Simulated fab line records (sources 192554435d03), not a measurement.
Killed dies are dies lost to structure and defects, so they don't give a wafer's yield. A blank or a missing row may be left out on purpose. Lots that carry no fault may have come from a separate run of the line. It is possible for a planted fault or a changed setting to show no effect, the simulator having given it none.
Matching of chambers :: flow n5Finfet :: N5_BEOL_M5_PRE_CLEAN_77 on cvdCo-01 has 3 sister chambers
The step time 15 s. 39 wafers are shown with their chamber, then 12 later ones without.

## WAFERS, EACH WITH ITS CHAMBER
wafer: L076.2
chamber: 2
heaterPowerW (W): 74

wafer: L076.5
chamber: 0
heaterPowerW (W): 62

wafer: L076.6
chamber: 1
heaterPowerW (W): 91

wafer: L077.2
chamber: 2
heaterPowerW (W): 72

wafer: L077.3
chamber: 1
heaterPowerW (W): 90

wafer: L077.6
chamber: 2
heaterPowerW (W): 72

wafer: L078.1
chamber: 2
heaterPowerW (W): 72

wafer: L078.4
chamber: 0
heaterPowerW (W): 65

wafer: L078.6
chamber: 2
heaterPowerW (W): 73

wafer: L081.1
chamber: 0
heaterPowerW (W): 64

wafer: L081.2
chamber: 2
heaterPowerW (W): 72

wafer: L081.3
chamber: 1
heaterPowerW (W): 88

wafer: L081.4
chamber: 1
heaterPowerW (W): 90

wafer: L081.5
chamber: 2
heaterPowerW (W): 72

wafer: L081.6
chamber: 0
heaterPowerW (W): 64

wafer: L080.2
chamber: 1
heaterPowerW (W): 92

wafer: L080.4
chamber: 2
heaterPowerW (W): 73

wafer: L080.5
chamber: 1
heaterPowerW (W): 90

wafer: L083.1
chamber: 1
heaterPowerW (W): 89

wafer: L083.2
chamber: 2
heaterPowerW (W): 71

wafer: L083.3
chamber: 0
heaterPowerW (W): 63

wafer: L083.4
chamber: 1
heaterPowerW (W): 90

wafer: L083.5
chamber: 0
heaterPowerW (W): 63

wafer: L083.6
chamber: 2
heaterPowerW (W): 74

wafer: L082.1
chamber: 0
heaterPowerW (W): 64

wafer: L082.3
chamber: 2
heaterPowerW (W): 76

wafer: L082.6
chamber: 0
heaterPowerW (W): 66

wafer: L085.2
chamber: 2
heaterPowerW (W): 75

wafer: L085.3
chamber: 1
heaterPowerW (W): 89

wafer: L085.6
chamber: 1
heaterPowerW (W): 91

wafer: L086.3
chamber: 1
heaterPowerW (W): 93

wafer: L086.5
chamber: 0
heaterPowerW (W): 66

wafer: L086.6
chamber: 1
heaterPowerW (W): 91

wafer: L089.1
chamber: 0
heaterPowerW (W): 65

wafer: L089.2
chamber: 1
heaterPowerW (W): 92

wafer: L089.5
chamber: 1
heaterPowerW (W): 90

wafer: L091.3
chamber: 1
heaterPowerW (W): 90

wafer: L091.4
chamber: 0
heaterPowerW (W): 64

wafer: L091.6
chamber: 1
heaterPowerW (W): 90

SIGNATURES (averages over the wafers above)
reading: heaterPowerW
chamber 0: 64.18
chamber 1: 90.38
chamber 2: 73.00
scatter within a chamber: 1.33
Rule: distance of a wafer from a chamber = root of the sum over the readings of ((wafer's reading minus chamber's mean) / reading's scatter) squared. If the next closest chamber is less than 2 further off than the closest, the wafer can't be placed; otherwise it belongs to the closest. How the scatter is found: for the shown wafers, subtract from each reading the mean of its chamber, square and add these, divide the total by (wafers less chambers), then take the root.

## WAFERS WHOSE CHAMBER IS MISSING
wafer: L087.1
heaterPowerW (W): 65

wafer: L087.2
heaterPowerW (W): 91

wafer: L087.6
heaterPowerW (W): 91

wafer: L087.3
heaterPowerW (W): 92

wafer: L087.4
heaterPowerW (W): 64

wafer: L087.5
heaterPowerW (W): 65

wafer: L092.3
heaterPowerW (W): 90

wafer: L092.5
heaterPowerW (W): 65

wafer: L092.6
heaterPowerW (W): 90

wafer: L097.2
heaterPowerW (W): 90

wafer: L097.3
heaterPowerW (W): 91

wafer: L097.6
heaterPowerW (W): 65

## WHICH CHAMBER EACH ONE RAN IN
wafer: L087.1
from the rows above: 0
in truth: 0

wafer: L087.2
from the rows above: 1
in truth: 1

wafer: L087.6
from the rows above: 1
in truth: 1

wafer: L087.3
from the rows above: 1
in truth: 1

wafer: L087.4
from the rows above: 0
in truth: 0

wafer: L087.5
from the rows above: 0
in truth: 0

wafer: L092.3
from the rows above: 1
in truth: 1

wafer: L092.5
from the rows above: 0
in truth: 0

wafer: L092.6
from the rows above: 1
in truth: 1

wafer: L097.2
from the rows above: 1
in truth: 1

wafer: L097.3
from the rows above: 1
in truth: 1

wafer: L097.6
from the rows above: 0
in truth: 0
Placed correctly: 12 of 12. Left unplaced by these rows: 0. Number placed wrongly: 0.
